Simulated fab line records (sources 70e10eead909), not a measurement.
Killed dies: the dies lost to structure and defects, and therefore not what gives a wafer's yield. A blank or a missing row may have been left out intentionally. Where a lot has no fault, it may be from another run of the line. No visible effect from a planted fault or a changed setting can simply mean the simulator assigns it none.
What tool caused it? || flow nandHarc || 21 wafers from 7 lots sampled at 4 of the route's 1159 steps

== WHAT EACH GAUGE READ, for each wafer ==
NHARC_END_SORT_01.
{"lot": "L782", "measured": "day 24 06:12", "on": "prober-02", "killedAtArray": "135 122 121"}

== WHICH TOOL RAN EACH LOT (tool, then ch and the chambers of the sampled wafers, then the start) ==
{"lot": "L766", "NHARC_A_CONTACT_ETCH_139": "harCapEtch-03 ch 0,1, day 17 13:01", "NHARC_A_BONDPAD_PRE_CLEAN_26": "pvdSputter-02, day 18 23:05 or earlier", "NHARC_THIN_TSV_DESCUM_14": "rieDiel-11 ch 0,1, day 18 23:05"}
{"lot": "L770", "NHARC_A_CONTACT_ETCH_139": "harCapEtch-01 ch 0,1, day 18 12:20", "NHARC_A_BONDPAD_PRE_CLEAN_26": "pvdSputter-03, day 20 01:37 or earlier", "NHARC_THIN_TSV_DESCUM_14": "rieDiel-02 ch 0,1,3, day 20 01:37"}
{"lot": "L772", "NHARC_A_CONTACT_ETCH_139": "harCapEtch-03 ch 0,1, day 19 16:19", "NHARC_A_BONDPAD_PRE_CLEAN_26": "pvdSputter-02, day 21 02:58 or earlier", "NHARC_THIN_TSV_DESCUM_14": "rieDiel-13 ch 0,3, day 21 02:58"}
{"lot": "L775", "NHARC_A_CONTACT_ETCH_139": "harCapEtch-01 ch 0,1, day 20 06:04", "NHARC_A_BONDPAD_PRE_CLEAN_26": "pvdSputter-02, day 21 18:26 or earlier", "NHARC_THIN_TSV_DESCUM_14": "rieDiel-13 ch 0,1,2, day 21 18:26"}
{"lot": "L781", "NHARC_A_CONTACT_ETCH_139": "harCapEtch-02 ch 0,1, day 21 12:55", "NHARC_A_BONDPAD_PRE_CLEAN_26": "pvdSputter-03, day 23 02:09 or earlier", "NHARC_THIN_TSV_DESCUM_14": "rieDiel-02 ch 1,2,3, day 23 02:09"}
{"lot": "L782", "NHARC_A_CONTACT_ETCH_139": "harCapEtch-02 ch 0, day 21 21:07", "NHARC_A_BONDPAD_PRE_CLEAN_26": "pvdSputter-02, day 23 08:19 or earlier", "NHARC_THIN_TSV_DESCUM_14": "rieDiel-02 ch 0,3, day 23 08:19"}
{"lot": "L786", "NHARC_A_CONTACT_ETCH_139": "harCapEtch-03 ch 0,1, day 23 00:11", "NHARC_A_BONDPAD_PRE_CLEAN_26": "pvdSputter-02, day 24 14:18 or earlier", "NHARC_THIN_TSV_DESCUM_14": "rieDiel-02 ch 0,2,3, day 24 14:18"}
- NHARC_A_CONTACT_ETCH_139: etches the open film in C4F8/O2/Ar, time 137 s, target depth 590 nm.
- NHARC_A_BONDPAD_PRE_CLEAN_26: time 30 s.
- NHARC_THIN_TSV_DESCUM_14: chemistry O2, time 3 s.

== THE ANSWER, worked out from the rows above alone ==
Rule: the lots themselves supply what counts as usual. The widest of any qualifying gaps counts: lots, ordered by their means at a reading, are off when they make up no more than a third of the lots, leave a main group of 4 or more, and stand apart from it by 3 or more times the standard deviation of that group's means. A main group whose means are all the same, to the digits that the tables above print for the reading, isn't used. A lot without any number at a reading at which 4 lots or more have one is off too. Where the step has rows for the other lots, those lots are counted as sound.
No lot is off at any reading shown: from this, nothing can be told.

== WHAT WAS PUT IN BY THE SIMULATOR ==
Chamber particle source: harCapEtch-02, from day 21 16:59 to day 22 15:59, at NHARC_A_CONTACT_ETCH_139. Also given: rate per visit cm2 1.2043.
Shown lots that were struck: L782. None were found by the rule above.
